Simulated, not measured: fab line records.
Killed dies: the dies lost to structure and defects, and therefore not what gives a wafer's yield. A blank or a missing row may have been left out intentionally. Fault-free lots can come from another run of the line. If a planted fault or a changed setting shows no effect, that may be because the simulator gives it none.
What tool caused it?	flow n5_finfet	Sampling: 9 lots, 26 wafers, 5 of 1938 route steps

== WHAT THE GAUGES READ, wafer by wafer ==
N5_BEOL_M4_RC_MEAS_101.
lot	measured	on	DIBL_N (mV/V)
L381	day 9 11:49	prober-02	36.7 36.7 33.5
L389	day 11 07:01	prober-01	33.3 34.2 36.2
L393	day 11 22:16	prober-02	37.8 36.2
L394	day 12 21:17	prober-01	34.8 37.0 37.5
L397	day 13 03:50	prober-02	36.2 37.3 34.6
L398	day 13 06:11	prober-02	35.6 35.3 36.1
L399	day 14 05:24	prober-02	35.8 33.6 34.9
L402	day 15 06:46	prober-01	35.3 35.7 37.0
L403	day 15 11:20	prober-02	34.3 31.8 33.2

== TOOL THAT RAN EACH LOT (tool first, then ch and the chambers of the sampled wafers, then the start) ==
lot	N5_SD_EPI_P_DESCUM_14	N5_SD_EPI_P_ETCH_37	N5_ILD0_CMP_07	N5_ILD0_ALD_15
L381	rie_diel-01 ch 0,2,3, day 3 13:54	rie_diel-01 ch 0,2,3, day 3 13:59	cmp-04 ch 0,1,2, day 3 21:59	ald_sin-03 ch 1,2,3, day 3 22:58
L389	rie_diel-01 ch 0,1,2, day 5 12:35	rie_diel-01 ch 0,1,2, day 5 12:40	cmp-04 ch 0,2,3, day 5 19:48	ald_sin-03 ch 0,2,3, day 5 20:50
L393	rie_diel-01 ch 2,3, day 6 12:44	rie_diel-01 ch 2,3, day 6 12:50	cmp-02 ch 0,2, day 6 21:17	ald_sin-02 ch 1,2, day 6 22:14
L394	rie_diel-04 ch 1,2,3, day 6 20:43	rie_diel-04 ch 1,2,3, day 6 20:48	cmp-02 ch 1,2,3, day 7 04:00	ald_sin-01 ch 0,3, day 7 04:56
L397	rie_diel-01 ch 0,1,2, day 7 11:11	rie_diel-01 ch 0,1,2, day 7 11:16	cmp-02 ch 2,3, day 7 18:35	ald_sin-02 ch 1,2,3, day 7 19:36
L398	rie_diel-03 ch 0,1,3, day 7 17:00	rie_diel-03 ch 0,1,3, day 7 17:05	cmp-03 ch 0,1, day 8 00:19	ald_sin-02 ch 1,2,3, day 8 01:33
L399	rie_diel-03 ch 0,1,3, day 8 01:45	rie_diel-03 ch 0,1,3, day 8 01:50	cmp-02 ch 0,2,3, day 8 09:51	ald_sin-01 ch 0,1,2, day 8 11:02
L402	rie_diel-03 ch 0,1,2, day 8 16:18	rie_diel-03 ch 0,1,2, day 8 16:23	cmp-03 ch 0,2,3, day 9 00:04	ald_sin-02 ch 0,2,3, day 9 01:04
L403	rie_diel-04 ch 1,3, day 9 03:55	rie_diel-04 ch 1,3, day 9 04:01	cmp-04 ch 1,3, day 9 11:19	ald_sin-02 ch 1,3, day 9 12:18
- N5_SD_EPI_P_DESCUM_14: chemistry O2, time 7.9 s.
- N5_SD_EPI_P_ETCH_37: etches SOC in N2/H2, overetch 108 nm, time 486 s.
- N5_ILD0_CMP_07: polishes SiO2 flowable, stops on poly-Si, t overpolish 1.18 s, target thk 138.88 nm.
- N5_ILD0_ALD_15: deposits SiNx, target thk 24 nm, pulse time 1 s, ald cycles 480.

== THE ANSWER, worked out from the rows above alone ==
Rule: the usual values come from the lots themselves. The widest of any qualifying gaps counts: lots, ordered by their means at a reading, are off when they make up no more than a third of the lots, leave a main group of 4 or more, and stand apart from it by 3 or more times the standard deviation of that group's means. If all means in a main group match to the digits the tables above print for the reading, that group is not used. Also off: a lot with no number at a reading for which 4 or more lots have one. Where the step has rows for the other lots, those lots are counted as sound.
Nothing can be told from this: no lot is off at any reading shown.

== WHAT WAS PUT IN BY THE SIMULATOR ==
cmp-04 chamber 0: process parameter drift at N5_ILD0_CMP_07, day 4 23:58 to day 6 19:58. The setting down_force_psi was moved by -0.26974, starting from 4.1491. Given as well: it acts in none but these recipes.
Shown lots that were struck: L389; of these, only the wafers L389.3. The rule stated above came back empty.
